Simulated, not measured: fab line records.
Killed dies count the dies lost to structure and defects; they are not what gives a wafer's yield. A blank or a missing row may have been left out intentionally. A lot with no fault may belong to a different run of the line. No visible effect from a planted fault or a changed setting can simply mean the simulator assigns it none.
fab line records	flow n5Finfet
record lots=10	wafers=27	lastDay=17
route steps=1938 shown MOL_CONTACT_COAG@530 BEOL_M4@1111 PASSIVATION@1936
lots that met no fault: taken from a fault-free run of the same line
startH: start of the lot's first displayed wafer, in hours after the record's first day	waitH: hours since the lot's step before	" same as the row above	L1.1+2: one row covering several wafers at once	- no value, or no start given	* or withheld: withheld	< > ~ a bound
route shown NAME@n: names a module that has steps shown in the file, with the first one's number in the route	usual: mean and standard deviation over wafers with no fault	same: alike in all rows	chamber/n: place in a boat	sites: readings site by site	_std_site: how widely they spread, as a standard deviation	_edge_site: outer sites' mean less inner sites'	radiusMm: how far each site lies from the wafer's centre	mask NAME#n: copy n	behind: the most recent tool/chamber to have shaped the wafer	hold: why the lot went on hold/how many hours it stayed there/how the hold came to an end	device: the n, p or np transistor that did not switch	end of line: the route-end tests of the same wafers	a step given without rows: its recipe and nothing more	killed: the dies lost at the first sort to structure and to defects; this is not the yield of the wafer	map: the dies of a wafer, with x for killed, . for not killed, _ for no die there
set.NAME: the setting that was run; set.NAME@STEP: the one run at that earlier step	model.NAME: the simulator's own value behind a step, which no gauge read
steps of the route over a sample of lots; a table a step, a row a wafer
services: from which hour (startH, from the record's first day; less than 0 if before it) a tool's chamber was out of use, for how many hours, and why
## steps
# step N5_MOL_CONTACT_COAG_ETCH_59
# recipe chemistry=N2/H2	target=underlayer	targetDepthA=130	maskMaterial=CAR-EUV	timeS=10.4	ionEnergyEv=200	pressureMtorr=30	sourceW=840	biasW=150	n2FlowSccm=200	h2FlowSccm=200	ends=cleared
# usual drypumpMotorCurrentA=5.6/0.4	etchRfOnTimeS=10.28/0.26	h2FlowSccm=200.0/0.54	oesProductAu=0.68/0.082	rfVppV=523.2/1.8	showerheadPlenumPTorr=2.51/0.057	throttleValvePct=17.7/0.31
lot.wafer	tool	chamber	startH	waitH	drypumpMotorCurrentA	etchRfOnTimeS	h2FlowSccm	oesProductAu	rfHoursCounterH	rfVppV	showerheadPlenumPTorr	throttleValvePct
L628.2	rieDiel-03	0	96.32	0.0	6.4	10.61	199.6	0.63	154	523.1	2.53	17.8
L628.5	"	1	"	"	5.1	10.02	201.7	0.59	-	525.2	2.59	18.1
L628.6	"	0	"	"	6.4	10.69	199.1	0.62	-	524.6	2.53	17.8
L630.1	rieDiel-04	1	106.75	0.0	5.4	10.17	200.8	0.83	1	522.0	2.50	17.7
L630.4	"	1	"	"	5.4	10.27	200.2	0.84	-	523.5	2.50	17.8
L630.5	"	2	"	"	5.5	10.24	200.4	0.74	-	521.8	2.47	17.3
L631.1	rieDiel-03	0	113.37	0.0	6.4	10.42	199.8	0.64	160	523.8	2.53	17.8
L631.2	"	3	"	"	5.4	10.37	199.8	0.60	206	523.2	2.53	18.3
L631.3	"	1	"	"	5.1	9.99	199.7	0.59	249	526.8	2.59	18.1
L633.2	rieDiel-01	3	123.21	0.0	5.3	10.16	200.4	0.62	166	527.0	2.63	17.8
L633.4	"	0	"	"	5.8	9.92	200.5	0.64	194	519.0	2.41	17.7
L633.5	"	1	"	"	5.7	10.05	199.8	0.75	-	524.8	2.58	17.2
L636.1	rieDiel-03	2	143.21	0.0	5.6	10.20	200.6	0.80	18	524.9	2.60	17.3
L636.5	"	1	"	"	5.1	9.89	199.7	0.84	-	526.3	2.59	17.7
L637.1	rieDiel-04	3	147.15	0.0	4.9	10.87	199.4	0.65	155	521.7	2.46	18.0
L637.2	"	0	"	"	6.1	10.12	199.5	0.62	220	521.4	2.48	17.6
L640.1	rieDiel-01	1	166.51	0.0	5.7	10.18	199.4	0.73	56	524.9	2.57	17.2
L640.3	"	3	"	"	5.3	10.30	200.1	0.61	182	525.5	2.62	17.8
L641.1	rieDiel-03	0	173.23	0.0	6.4	10.49	200.5	0.61	184	522.5	2.52	17.9
L641.4	"	3	"	"	5.4	10.36	201.1	0.59	230	523.1	2.52	18.3
L641.5	"	3	"	"	5.4	10.38	199.8	0.59	-	522.9	2.52	18.3
L648.1	rieDiel-01	3	215.15	0.0	5.3	10.21	200.7	0.60	198	527.1	2.62	17.8
L648.3	"	1	"	"	5.8	9.95	199.1	0.72	72	526.7	2.57	17.2
L648.6	"	3	"	"	5.3	10.17	199.7	0.61	-	527.0	2.62	17.8
L650.1	rieDiel-01	1	227.85	0.0	5.7	10.14	199.5	0.71	77	524.1	2.57	17.3
L650.2	"	3	"	"	5.3	10.40	200.1	0.59	202	525.5	2.62	17.8
L650.3	"	2	"	"	5.9	10.53	199.8	0.77	25	521.9	2.50	17.6
# step N5_MOL_CONTACT_COAG_TI_SIL_19
# recipe material=Ti	targetThkA=42	tempC=200	chamberPressurePa=5	powerW=5000	timeS=15
# usual throttleValvePct=30.4/0.8
lot.wafer	tool	chamber	startH	waitH	throttleValvePct
L628.2	pvdSputter-02	-	98.25	1.0	32.5
L628.5	"	-	"	"	29.2
L628.6	"	-	"	"	31.0
L630.1	pvdSputter-01	-	107.61	0.2	30.4
L630.4	"	-	"	"	30.4
L630.5	"	-	"	"	30.7
L631.1	pvdSputter-01	-	115.17	0.2	30.7
L631.2	"	-	"	"	30.4
L631.3	"	-	"	"	29.5
L633.2	pvdSputter-01	-	124.02	0.1	30.5
L633.4	"	-	"	"	30.4
L633.5	"	-	"	"	30.9
L636.1	pvdSputter-03	-	144.04	0.2	30.9
L636.5	"	-	"	"	30.6
L637.1	pvdSputter-03	-	149.65	0.4	29.6
L637.2	"	-	"	"	30.7
L640.1	pvdSputter-02	-	168.20	0.2	29.6
L640.3	"	-	"	"	32.6
L641.1	pvdSputter-01	-	174.08	0.2	30.7
L641.4	"	-	"	"	29.6
L641.5	"	-	"	"	30.4
L648.1	pvdSputter-03	-	215.96	0.2	29.7
L648.3	"	-	"	"	30.5
L648.6	"	-	"	"	30.8
L650.1	pvdSputter-01	-	230.09	0.5	30.4
L650.2	"	-	"	"	29.4
L650.3	"	-	"	"	30.7
# step N5_MOL_CONTACT_COAG_ALD_27
# recipe material=SiOC	targetThkA=170	tempC=400	aldPrecursorFamily=carbosiloxane	aldCoReactant=H2-plasma	pulseTimeS=1.5	timeS=2720	purgeTimeS=2	coReactantPurgeTimeS=2	aldCycles=340	pressureTorr=2
# usual aldCycles=340/0	heaterPowerW=820/56	precursorPulseHeightRel=0.997/0.019	runLengthS=2769.7/0.46	timeS=2720/0
lot.wafer	tool	chamber	startH	waitH	aldCycles	heaterPowerW	precursorPulseHeightRel	runLengthS	timeS
L628.2	aldSin-02	3	102.40	0.3	340	746	0.982	2769.2	2720
L628.5	"	2	"	"	340	905	1.053	2769.1	2720
L628.6	"	3	"	"	340	754	0.966	2769.5	2720
L630.1	aldSin-03	1	116.33	0.0	340	812	1.014	2769.8	2720
L630.4	"	0	"	"	340	741	1.009	2769.5	2720
L630.5	"	0	"	"	340	755	1.022	2769.8	2720
L631.1	aldSin-03	0	120.40	0.0	340	754	1.014	2769.6	2720
L631.2	"	3	"	"	340	816	1.029	2771.0	2720
L631.3	"	1	"	"	340	791	0.995	2769.5	2720
L633.2	aldSin-02	3	131.33	0.0	340	763	1.010	2769.6	2720
L633.4	"	2	"	"	340	878	0.994	2769.4	2720
L633.5	"	1	"	"	340	887	0.998	2770.2	2720
L636.1	aldSin-03	0	150.73	0.0	302	733	1.009	2465.5	2416
L636.5	"	0	"	"	340	730	0.979	2769.7	2720
L637.1	aldSin-03	0	160.51	0.0	302	766	0.986	2465.4	2416
L637.2	"	1	"	"	340	810	0.994	2769.7	2720
L640.1	aldSin-03	2	172.90	0.0	302	844	1.004	2466.1	2416
L640.3	"	0	"	"	302	751	0.990	2465.0	2416
L641.1	aldSin-01	2	180.64	1.1	340	866	0.967	2770.2	2720
L641.4	"	1	"	"	340	759	1.026	2769.1	2720
L641.5	"	1	"	"	340	725	0.971	2768.9	2720
L648.1	aldSin-02	2	225.86	0.2	340	840	1.031	2769.2	2720
L648.3	"	1	"	"	340	831	0.991	2769.2	2720
L648.6	"	0	"	"	340	855	1.037	2769.4	2720
L650.1	aldSin-02	3	235.77	0.2	340	728	0.977	2769.0	2720
L650.2	"	1	"	"	340	829	1.017	2769.5	2720
L650.3	"	2	"	"	340	832	1.008	2769.3	2720
# step N5_MOL_CONTACT_COAG_THK_MEAS_29
# recipe reads=SiNx_of_GATE_CUT_PECVD_57+SiNx_of_GATE_CUT_SAC_CAP_01
# usual MD_CAP_THK=17.93/0.091
lot.wafer	tool	chamber	startH	waitH	MD_CAP_THK[nm]
L628.2	filmMetro-01	-	104.27	-	18.04
L628.5	"	-	"	"	17.86
L628.6	"	-	"	"	17.90
L630.1	filmMetro-02	-	118.19	-	17.94
L630.4	"	-	"	"	17.79
L630.5	"	-	"	"	17.89
L631.1	filmMetro-01	-	122.26	-	17.84
L631.2	"	-	"	"	17.76
L631.3	"	-	"	"	17.91
L633.2	filmMetro-02	-	133.20	-	17.79
L633.4	"	-	"	"	17.89
L633.5	"	-	"	"	17.85
L636.1	filmMetro-01	-	152.59	-	17.98
L636.5	"	-	"	"	17.94
L637.1	filmMetro-02	-	162.37	-	17.81
L637.2	"	-	"	"	17.97
L640.1	filmMetro-01	-	174.76	-	18.03
L640.3	"	-	"	"	17.89
L641.1	filmMetro-02	-	182.50	-	18.06
L641.4	"	-	"	"	17.94
L641.5	"	-	"	"	17.95
L648.1	filmMetro-01	-	227.86	-	17.94
L648.3	"	-	"	"	17.87
L648.6	"	-	"	"	17.79
L650.1	filmMetro-01	-	237.63	-	17.84
L650.2	"	-	"	"	17.98
L650.3	"	-	"	"	18.00
# step N5_BEOL_M4_RC_MEAS_101
# usual DIBL_N=36.2/2	DIBL_P=36.1/2.4	IOFF_N=0.16/0.035	IOFF_P=0.22/0.041	ION_N=675/14	ION_P=465/8.6	SS_N=71.5/0.64	SS_P=73.2/0.76	VT_N=250/3.9	VT_P=-249/3.4
lot.wafer	tool	chamber	startH	waitH	DIBL_N[mV/V]	DIBL_P[mV/V]	IOFF_N[nA/um]	IOFF_P[nA/um]	ION_N[uA/um]	ION_P[uA/um]	SS_N[mV/dec]	SS_P[mV/dec]	VT_N[mV]	VT_P[mV]
L628.2	prober-01	0	191.76	0.2	34.7	37.9	0.14	0.24	670	471	70.7	73.3	253	-247
L628.5	"	0	"	"	35.5	37.3	0.15	0.23	667	460	71.5	73.1	252	-249
L628.6	"	0	"	"	35.6	38.7	0.15	0.26	663	470	71.1	74.4	251	-245
L630.1	prober-02	0	196.07	0.0	36.6	35.9	0.18	0.23	688	476	71.7	73.7	245	-248
L630.4	"	0	"	"	35.0	33.7	0.14	0.18	659	447	71.1	72.8	251	-252
L630.5	"	0	"	"	37.3	37.3	0.20	0.25	688	469	71.7	74.3	241	-246
L631.1	prober-02	0	199.14	0.0	32.9	33.1	0.10	0.15	650	449	71.1	71.9	256	-252
L631.2	"	0	"	"	34.0	35.1	0.12	0.18	658	463	71.1	72.5	254	-250
L631.3	"	0	"	"	33.6	35.0	0.10	0.17	643	454	70.4	73.3	257	-252
L633.2	prober-01	0	206.14	0.2	34.8	34.5	0.13	0.20	665	456	71.7	72.6	248	-251
L633.4	"	0	"	"	35.7	36.2	0.16	0.22	680	470	71.5	73.6	248	-246
L633.5	"	0	"	"	35.7	36.0	0.16	0.23	675	476	71.6	72.8	249	-249
L636.1	prober-02	0	225.18	0.0	38.0	38.3	0.20	0.25	684	474	70.9	73.9	243	-247
L636.5	"	0	"	"	37.2	37.9	0.18	0.25	673	469	71.1	73.4	245	-247
L637.1	prober-02	0	226.98	0.0	36.6	35.6	0.15	0.20	679	463	71.3	73.9	250	-251
L637.2	"	0	"	"	39.9	38.2	0.20	0.24	688	464	72.2	74.2	248	-248
L640.1	prober-01	0	255.86	0.0	37.1	38.2	0.16	0.24	678	467	71.9	73.2	249	-248
L640.3	"	0	"	"	40.6	41.0	0.24	0.29	693	469	72.9	73.8	243	-247
L641.1	prober-01	0	262.25	0.0	38.9	38.2	0.21	0.26	693	479	72.0	73.1	242	-246
L641.4	"	0	"	"	39.1	38.8	0.21	0.28	697	473	71.6	74.4	247	-244
L641.5	"	0	"	"	36.9	34.9	0.16	0.22	672	459	71.2	74.1	247	-249
L648.1	prober-02	0	295.93	0.0	35.1	34.5	0.12	0.15	673	450	70.5	73.3	255	-255
L648.3	"	0	"	"	39.0	38.9	0.17	0.20	664	453	72.7	74.4	254	-252
L648.6	"	0	"	"	39.5	40.1	0.18	0.21	679	456	72.6	73.8	256	-253
L650.1	prober-01	0	314.81	0.0	36.4	36.3	0.15	0.18	654	446	71.6	73.3	257	-255
L650.2	"	0	"	"	36.0	36.5	0.14	0.18	671	454	71.5	73.3	254	-254
L650.3	"	0	"	"	33.9	33.8	0.12	0.16	669	458	70.8	71.7	254	-256
# step N5_PASSIVATION_PROBE_49
# usual defectLimitedYield=91.1/1.4	killed_at_M0_to_M3=36/9.9	killed_at_M4_up=13/5.8	killedAtContacts=14/5.9	killedAtFrontEnd=39/11	killedAtOther=3.4/2.9	killedDies=105/17	killedOpen=70/13	killedShort=34/7.3	sort_bin_5_function=5.3/1	sort_bin_6_memory=3.3/0.62	sort_bin_8_speed=0.01/0.057	sortNPass=1075/17
# same grossDies=1180	killedAtBackSide=0	sort_bin_4_leakage[%]=0
lot.wafer	tool	chamber	startH	waitH	defectLimitedYield[%]	killed_at_M0_to_M3	killed_at_M4_up	killedAtContacts	killedAtFrontEnd	killedAtOther	killedDies	killedOpen	killedShort	sort_bin_5_function[%]	sort_bin_6_memory[%]	sort_bin_8_speed[%]	sortNPass
L636.1	prober-01	-	323.79	0.0	91.8	44	9	9	28	7	97	59	37	5.5	2.6	0	1083
L636.5	prober-01	-	323.99	0.2	94.4	32	4	1	24	5	66	48	18	3.4	1.9	0	1114
L637.1	prober-02	-	333.56	0.4	93.0	31	14	7	28	3	83	57	23	4.6	2.2	0	1097
L637.2	prober-02	-	333.61	0.4	92.8	28	17	15	22	3	85	55	30	4.2	2.7	0	1095
L640.3	prober-02	-	353.33	0.2	90.2	46	17	16	37	0	116	79	36	6.5	3.0	0	1064
# killed by level:class
L636.1 BEOL_M0_SAQP:geometricParticle:open=8 BEOL_M0_SAQP:geometricParticle:short=7 BEOL_M1:geometricParticle:open=6 MOL_CONTACT_COAG:geometricParticle:open=6 BEOL_M0:geometricParticle:open=6 BEOL_M2:geometricParticle:open=6 BEOL_M3:geometricParticle:open=5 STARTING-WAFER:geometricParticle:short=5
L636.5 BEOL_M2:geometricParticle:open=18 FIN_SAQP:geometricParticle:short=4 FIN_SAQP:geometricParticle:open=4 STI_FIN_REVEAL:geometricParticle:open=4 BEOL_M1:geometricParticle:open=4 ILD0:geometricParticle:open=3 ILD0:geometricParticle:short=3 GATE_CUT:geometricParticle:open=2
L637.1 BEOL_M3:geometricParticle:open=12 BEOL_M4:geometricParticle:open=8 BEOL_M2:geometricParticle:open=8 STI_FIN_REVEAL:geometricParticle:open=7 MOL_CONTACT_COAG:geometricParticle:open=4 BEOL_M0_SAQP:geometricParticle:open=4 GATE_CUT:geometricParticle:short=3 MOL_CONTACT_COAG:geometricParticle:short=3
L637.2 MOL_CONTACT_COAG:geometricParticle:open=13 BEOL_M0_SAQP:geometricParticle:short=11 BEOL_M4:geometricParticle:open=11 BEOL_M0_SAQP:geometricParticle:open=8 GATE_CUT:geometricParticle:short=4 FIN_SAQP:geometricParticle:short=3 GATE_CUT:geometricParticle:open=3 BEOL_M3:geometricParticle:open=3
L640.3 MOL_CONTACT_COAG:geometricParticle:open=14 BEOL_M0_SAQP:geometricParticle:open=13 FIN_SAQP:geometricParticle:open=10 BEOL_M0_SAQP:geometricParticle:short=7 BEOL_M2:geometricParticle:open=6 BEOL_M3:geometricParticle:open=6 FIN_SAQP:geometricParticle:short=5 STI_FIN_REVEAL:geometricParticle:open=5
## services
tool	chamber	startH	hours	kind
rieDiel-04	2	76.84	9.3	repair
aldSin-03	-	86.24	14.0	pm
aldSin-03	0	86.24	14.0	ventCycle
aldSin-03	1	86.24	14.0	ventCycle
aldSin-03	2	86.24	14.0	ventCycle
aldSin-03	3	86.24	14.0	ventCycle
rieDiel-01	3	88.38	7.8	repair
rieDiel-04	3	90.75	21.3	repair
aldSin-03	0	100.24	-	clean
aldSin-03	1	100.24	-	clean
aldSin-03	2	100.24	-	clean
aldSin-03	3	100.24	-	clean
rieDiel-01	0	134.94	7.9	repair
pvdSputter-01	-	163.99	2.8	repair
aldSin-02	-	178.02	14.0	pm
aldSin-02	0	178.02	14.0	ventCycle
aldSin-02	1	178.02	14.0	ventCycle
aldSin-02	2	178.02	14.0	ventCycle
aldSin-02	3	178.02	14.0	ventCycle
aldSin-01	3	182.61	7.9	repair
rieDiel-03	1	188.21	2.4	repair
aldSin-01	-	200.48	2.8	pm
rieDiel-01	1	202.82	3.8	repair
rieDiel-04	3	218.89	32.8	repair
## key
firstSign step=N5_MOL_CONTACT_COAG_ALD_27	reading=aldCycles	direction=down	sigmas=99+	usual=*	struck=*
effect step=N5_MOL_CONTACT_COAG_ALD_27	reading=timeS	direction=down	sigmas=99+	usual=*	struck=*
metAt N5_MOL_CONTACT_COAG_ALD_27
struckLots L636,L637,L640
struckWafers L636.1,L637.1,L640.1,L640.3
notActingAt N5_MOL_CONTACT_COAG_ETCH_59,N5_MOL_CONTACT_COAG_TI_SIL_19,N5_MOL_CONTACT_COAG_THK_MEAS_29
onsetBetween 120.40 150.73
fault kind=processParameterDrift	tool=aldSin-03	chamber=-	onsetH=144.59	steps=N5_MOL_CONTACT_COAG_ALD_27	channel=aldCycles	offset=*	shape=step	endH=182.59	scope=struckWafersOnly	actsIn=*	stated=*
